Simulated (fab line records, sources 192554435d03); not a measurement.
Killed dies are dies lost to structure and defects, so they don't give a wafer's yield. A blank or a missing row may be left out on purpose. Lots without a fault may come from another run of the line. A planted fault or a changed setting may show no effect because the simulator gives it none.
Split-lot experiment | flow n5_finfet | 7 lots, 21 wafers read, on a route of 1938 steps

THE SPLIT
At N5_BEOL_M12_COAT_65 (time 60 s, resist thk 300 nm), the setting spin_rpm was moved away from the recipe's 1500 rpm on 9 of the 21 wafers read, by -7.4% to +8.3%. The other wafers ran this setting at the recipe's value.

The reading is taken at the split's own step.

THE READING
SOC_of_BEOL_M12_COAT_65.thk_nm (the simulator's own value, which no gauge read), in nm, at N5_BEOL_M12_COAT_65 (time 60 s, resist thk 300 nm). The file gives no usual value for it. The 12 wafers here that ran the recipe average 299.6 nm, standard deviation 0.93 nm.

wafer  | tool, chamber at the split | spin_rpm as run, rpm | against the recipe | SOC_of_BEOL_M12_COAT_65.thk_nm, nm | against lot-mates on the recipe
L074.1 | litho_track-04, 0          | 1389                 | -7.4%              | 309.4                              | +12.2
L074.2 | litho_track-04, 0          | 1389                 | -7.4%              | 310.4                              | +13.2
L074.4 | litho_track-04, 0          | 1500                 | recipe             | 297.2                              | -
L076.1 | litho_track-02, 0          | 1500                 | recipe             | 300                                | -
L076.3 | litho_track-02, 0          | 1500                 | recipe             | 299.8                              | -
L076.4 | litho_track-02, 0          | 1500                 | recipe             | 300.6                              | -
L078.2 | litho_track-02, 0          | 1439                 | -4.1%              | 306                                | +6.4
L078.3 | litho_track-02, 0          | 1439                 | -4.1%              | 307.2                              | +7.6
L078.4 | litho_track-02, 0          | 1500                 | recipe             | 299.6                              | -
L082.3 | litho_track-01, 0          | 1500                 | recipe             | 299.6                              | -
L082.5 | litho_track-01, 0          | 1600                 | +6.7%              | 290.4                              | -9.2
L082.6 | litho_track-01, 0          | 1600                 | +6.7%              | 290.4                              | -9.2
L090.1 | litho_track-04, 0          | 1500                 | recipe             | 299                                | -
L090.4 | litho_track-04, 0          | 1500                 | recipe             | 300                                | -
L090.6 | litho_track-04, 0          | 1500                 | recipe             | 298.8                              | -
L089.1 | litho_track-02, 0          | 1500                 | recipe             | 300                                | -
L089.2 | litho_track-02, 0          | 1596                 | +6.4%              | 291.4                              | -8.6
L089.5 | litho_track-02, 0          | 1596                 | +6.4%              | 291.4                              | -8.6
L094.2 | litho_track-02, 0          | 1624                 | +8.3%              | 288.6                              | -11.9
L094.4 | litho_track-02, 0          | 1500                 | recipe             | 301                                | -
L094.5 | litho_track-02, 0          | 1500                 | recipe             | 300                                | -

THE FIT
A straight line over all 21 wafers: SOC_of_BEOL_M12_COAT_65.thk_nm changes by -1.39 nm for each +1% of spin_rpm; r = -0.99; the points scatter about the line by 0.89 nm.
The same after taking each lot's own level away (the mean of its wafers on the recipe; 21 wafers): -1.52 nm for each +1%; r = -0.99; scatter 0.69 nm.
On that fit, the largest move of spin_rpm shifts the reading by 13 nm.
The lots' own levels span 297.20 to 300.50 nm, that is 3.5 times the standard deviation above.
So the lot-to-lot level changes the slope little: the two slopes agree.
Check: with one of the wafers moved furthest among these (+8.3%) left out of the fit, the line predicts -12.2 nm for it against its lot-mates. It came out at -11.9 nm against them.

OTHER SPLITS ON THESE WAFERS
These wafers also went through other splits before the reading. Each is held against what the fit with the lots' levels taken away leaves over:
other split on the same wafers   | wafers away from the commonest value | r with SOC_of_BEOL_M12_COAT_65.thk_nm (lot level and that fit taken away)
N5_BEOL_M7_COAT_60 spin_rpm      | 6                                    | -0.08
N5_BEOL_M7_VIA_ETCH_34 source_w  | 6                                    | -0.04
N5_BEOL_M7_TRENCH_ETCH_37 time_s | 6                                    | +0.24
N5_BEOL_M8_ALD_77 ald_cycles     | 7                                    | +0.15
N5_BEOL_M9_ETCH_62 time_s        | 6                                    | -0.04
N5_BEOL_M11_DESCUM_16 time_s     | 7                                    | -0.25

THE FILE'S OWN FIT
SOC_of_BEOL_M12_COAT_65.thk_nm changes by -1.5 nm for each +1% of spin_rpm, r = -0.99.
